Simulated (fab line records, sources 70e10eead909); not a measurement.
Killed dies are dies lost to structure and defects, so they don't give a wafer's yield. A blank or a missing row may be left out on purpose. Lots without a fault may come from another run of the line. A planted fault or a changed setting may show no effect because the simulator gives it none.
A struck lot beside a sound one | flow nand_harc | 36 steps out of a route of 1302
Sound: wafers L258.3, L258.4, L258.5. Struck: wafers L268.3, L268.4, L268.5. The cause comes at the end.
At each step with rows: each side's tool, then ch and its chambers, then its first start. Under that, the readings that differ: sound wafers | struck wafers | difference of the means | sigmas: that difference in standard deviations of wafers without a fault.
alike: readings whose means differ by less than 2 such deviations, and words and numbers that are the same on both sides. not compared: withheld readings, readings that some wafer has no value for, bounds like >300 that may hide the same value, and numbers for which the record gives no deviation and whose values overlap.
The two part at a step that has a row with sigmas, a row that says differs or no value, or rows on one side only. Numbers that don't overlap but have no deviation are shown without sigmas and don't part them. A reading that every wafer of one side lacks parts them only if that side has two wafers or more.

first, 2 steps without rows for these wafers: NHARC_A_WL_FILL_ALD_02 (deposits TiN, target thk 2 nm, pulse time 3 s, ald cycles 100); NHARC_A_WL_FILL_CVD_03 (deposits W, target thk 40 nm, time 279 s).
NHARC_A_WL_FILL_ETCHBACK_04: etches the open film in NF3, target depth 60 nm, time 120 s.
  sound on rie_metal-02 ch 0,1, day 22 09:44; struck on rie_metal-01 ch 0,1, day 25 22:55
  alike: drypump_motor_current_A, oes_product_au
  not compared: rf_hours_counter_h
then, 6 steps without rows for these wafers: NHARC_A_WL_FILL_ETCHBACK_05 (etches the open film in Cl2/BCl3, target depth 22 nm, time 60 s); NHARC_A_WL_FILL_STRIP_27 (strips in N2/H2, time 20 s); NHARC_A_WL_FILL_STRIP_28 (strips in post etch residue remover, time 1200 s); NHARC_A_WL_FILL_PRECLEAN_06 (cleans in DIW, time 300 s); NHARC_A_WL_FILL_SRD_07; NHARC_A_WL_FILL_ANNEAL_08 (time 1800 s).
NHARC_A_WL_FILL_ALD_10: deposits SiO2, target thk 50 nm, pulse time 10 s, ald cycles 500.
  sound on ald_hk-04 ch 0,1, day 22 15:30; struck on ald_hk-04 ch 0,3, day 26 01:38
  alike: heater_power_w, precursor_pulse_height_rel
NHARC_A_WL_FILL_ETCHBACK_16: etches the open film in C4F8/O2/Ar, target depth 120 nm, time 24 s.
  sound on rie_diel-05 ch 0,1,3, day 22 19:38; struck on rie_diel-01 ch 0,2,3, day 26 06:17
  alike: oes_product_au, rf_vpp_V
  not compared: rf_hours_counter_h
NHARC_A_WL_FILL_STRIP_29: strips in O2, time 20 s.
  sound on rie_diel-05 ch 0,2,3, day 22 19:43; struck on rie_diel-01 ch 0,2,3, day 26 06:23
  alike: drypump_motor_current_A, o2_flow_sccm, oes_product_au, rf_vpp_V, showerhead_plenum_p_Torr, throttle_valve_pct
  not compared: rf_hours_counter_h
NHARC_A_WL_FILL_ETCHBACK_17: etches the open film in Cl2/BCl3, target depth 4 nm, time 26.7 s.
  sound on rie_metal-02 ch 0,1, day 22 19:50; struck on rie_metal-03 ch 0,1, day 26 06:31
  alike: drypump_motor_current_A, oes_product_au
  not compared: rf_hours_counter_h
then, 3 steps without rows for these wafers: NHARC_A_WL_FILL_PRECLEAN_18 (cleans in dHF, time 30 s); NHARC_A_WL_FILL_SRD_21; NHARC_A_WL_FILL_CVD_23 (deposits poly-Si, target thk 40 nm, time 800 s).
NHARC_A_WL_FILL_ETCHBACK_26: etches the open film in HBr, target depth 52 nm, time 13.3 s.
  sound on rie_si-01 ch 0,1,2, day 23 00:59; struck on rie_si-01 ch 0,3, day 26 11:40
  alike: drypump_motor_current_A, oes_product_au, throttle_valve_pct
  not compared: rf_hours_counter_h
then, 18 steps without rows for these wafers: NHARC_A_WL_FILL_PRECLEAN_30 (cleans in dHF, time 10 s); NHARC_A_WL_FILL_SRD_14; NHARC_A_WL_FILL_ALD_19 (deposits TiN, target thk 2 nm, pulse time 3 s, ald cycles 100); NHARC_A_WL_FILL_CVD_20 (deposits W, target thk 100 nm, time 74 s); NHARC_A_WL_FILL_CMP_12 (polishes, t overpolish 30 s, target thk 100 nm); NHARC_A_WL_FILL_SRD_31; NHARC_A_CONTACT_DEP_24 (deposits SiO2, target thk 500 nm); NHARC_A_CONTACT_DEP_28 (deposits aC, target thk 7000 nm); NHARC_A_CONTACT_DEP_29 (deposits SiON, target thk 100 nm); NHARC_A_CONTACT_DEHYDRATE_32 (time 120 s); NHARC_A_CONTACT_HMDS_33 (time 30 s); NHARC_A_CONTACT_COAT_34 (time 75 s); NHARC_A_CONTACT_COAT_35 (time 65 s); NHARC_A_CONTACT_COAT_36 (resist thk 90 nm); NHARC_A_CONTACT_SOFTBAKE_37 (time 55 s); NHARC_A_CONTACT_EBR_38; NHARC_A_CONTACT_EXPOSE_39 (exposes mask A CC 3); NHARC_A_CONTACT_PEB_40 (peb time 65 s).
-- the record jumps here: 4 days lie between the struck wafers' starts before and after (it left off in module A_CONTACT and takes up again in module END, whose first step shown is number 1302 of the route) --
NHARC_END_SORT_01:
  the record has rows for the struck wafers here (prober-01 ch 0, day 30 02:14) and none for the sound ones

WHERE THEY PART
Only at NHARC_END_SORT_01, within this record.

WHY: what the simulator had put in
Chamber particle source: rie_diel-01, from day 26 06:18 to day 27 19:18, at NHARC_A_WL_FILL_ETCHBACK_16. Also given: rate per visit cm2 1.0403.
